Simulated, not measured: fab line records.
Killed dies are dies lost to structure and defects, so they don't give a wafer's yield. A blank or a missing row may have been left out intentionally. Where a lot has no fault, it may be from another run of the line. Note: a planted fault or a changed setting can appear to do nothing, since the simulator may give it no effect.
3 desks looking at one fault ; flow n5Finfet ; only its own numbers are on each desk; what lay behind them is given at the end

== METROLOGY DESK ==
Means of the sampled wafers that have a number, per lot and without regard to the tool the lot ran on: this is what the gauges read. Marked OUT: a lot whose mean sits more than 4 standard deviations from the usual mean, which makes it out of limits; the brackets give that distance. Only the readings that lie furthest out on some lot appear, 7 of the 11 it has.
Columns: A = DIBL_N at N5_BEOL_M4_RC_MEAS_101, usual 36.5 mV/V; B = DIBL_P at N5_BEOL_M4_RC_MEAS_101, usual 36.9 mV/V; C = IOFF_N at N5_BEOL_M4_RC_MEAS_101, usual 0.163 nA/um; D = IOFF_P at N5_BEOL_M4_RC_MEAS_101, usual 0.22 nA/um; E = ION_N at N5_BEOL_M4_RC_MEAS_101, usual 673 uA/um; F = VT_N at N5_BEOL_M4_RC_MEAS_101, usual 249.8 mV; G = VT_P at N5_BEOL_M4_RC_MEAS_101, usual -250 mV
lot;first seen here;A;B;C;D;E;F;G
L518;day 7 09:09;38.0;39.1;0.177;0.23;680;248.4;-251
L520;day 7 15:46;36.9;36.8;0.166;0.20;678;247.6;-253
L521;day 8 00:38;36.0;37.5;0.176;0.25;676;248.6;-244
L522;day 8 03:49;-;-;-;-;-;-;-
L530;day 10 08:40;37.1;39.1;0.185;0.23;686;247.1;-248
L531;day 10 12:41;38.2;39.5;0.173;0.22;675;250.7;-251
L532;day 10 12:48;34.0;35.4;0.128;0.19;664;254.4;-253
L533;day 10 17:28;35.8;37.2;0.154;0.19;669;251.4;-255
L535;day 11 10:14;36.6;35.5;0.142;0.19;667;252.9;-250
L536;day 11 13:49;37.8;36.2;0.193;0.26;674;247.3;-246
This desk found nothing out of limits on any of the 10 lots.

== TOOL OWNER'S DESK, cmp-01 ==
The tool's own readings at N5_BEOL_M0_CMP_120 (polishes, stops on SiOC, t overpolish 6.9 s): means of the sampled wafers that have a number, for each lot that ran on this tool. Marked OUT: a lot whose mean sits more than 4 standard deviations from the usual mean, which makes it out of limits; the brackets give that distance.
Columns: A = barrierFieldEndpointS at N5_BEOL_M0_CMP_120, usual 3.60 s; B = motorCurrentA at N5_BEOL_M0_CMP_120, usual 6.0 A; C = overpolishRunS at N5_BEOL_M0_CMP_120, usual 6.901 s; D = slurryFilterDpKPa at N5_BEOL_M0_CMP_120, usual 13.50 kPa; E = timeToEndpointS at N5_BEOL_M0_CMP_120, usual 61.7 s
lot;first seen here;A;B;C;D;E
L518;day 7 12:14;3.49;5.8;6.904;13.51;61.5
L520;day 7 19:14;4.78 (+12) OUT;5.4;6.896;13.65;66.8
L521;day 8 04:02;5.46 (+19) OUT;5.8;6.905;13.70;71.7
L522;day 8 05:43;7.20 (+36) OUT;4.8;6.899;13.48;81.2 (+7.0) OUT
L535;day 11 14:50;3.63;5.4;6.890;13.39;66.2
This desk's finding: out of limits on L520, L521, L522; first on L520, day 7 19:14 (barrierFieldEndpointS at N5_BEOL_M0_CMP_120). In limits: L518, L535.

== THE DEFECT DESK ==
Counts from the inspections along the route, per lot, as means over the sampled wafers that have a number. Marked OUT: a lot whose mean sits more than 4 standard deviations from the usual mean, which makes it out of limits; the brackets give that distance.
Columns: A = rawDefectCount at N5_BEOL_M0_INSPECT_127, usual 69
lot;first seen here;A
L518;day 7 12:47;79
L520;day 7 19:44;1204 (+49) OUT
L521;day 8 04:37;1808 (+76) OUT
L522;day 8 06:17;3498 (+99 or more) OUT
L530;day 10 12:26;64
L531;day 10 15:23;84
L532;day 10 16:47;57
L533;day 10 20:32;83
L535;day 11 15:21;124
L536;day 11 17:05;53
This desk's finding: out of limits on L520, L521, L522; first on L520, day 7 19:44 (rawDefectCount at N5_BEOL_M0_INSPECT_127). In limits: L518, L530, L531, L532, L533, L535, L536.

== PUT TOGETHER ==
The tool owner's desk could have raised an alarm at day 7 19:14, on L520, L521, L522.
The defect desk could have raised an alarm at day 7 19:44, on L520, L521, L522.
Nothing out of limits was seen by the metrology desk.
The metrology desk holds a record of L520, L521, L522, inside its limits.
Of the lots named, all ran N5_BEOL_M0_CMP_120 on cmp-01.

== WHAT HAD BEEN PUT IN BY THE SIMULATOR ==
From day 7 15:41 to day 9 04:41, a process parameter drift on cmp-01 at N5_BEOL_M0_CMP_120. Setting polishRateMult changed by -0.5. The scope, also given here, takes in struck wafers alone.
Shown lots that were struck: L520, L521, L522.
Hours from the fault's start to each desk's first reading out of limits: the tool owner's desk, 4; the defect desk, 4.
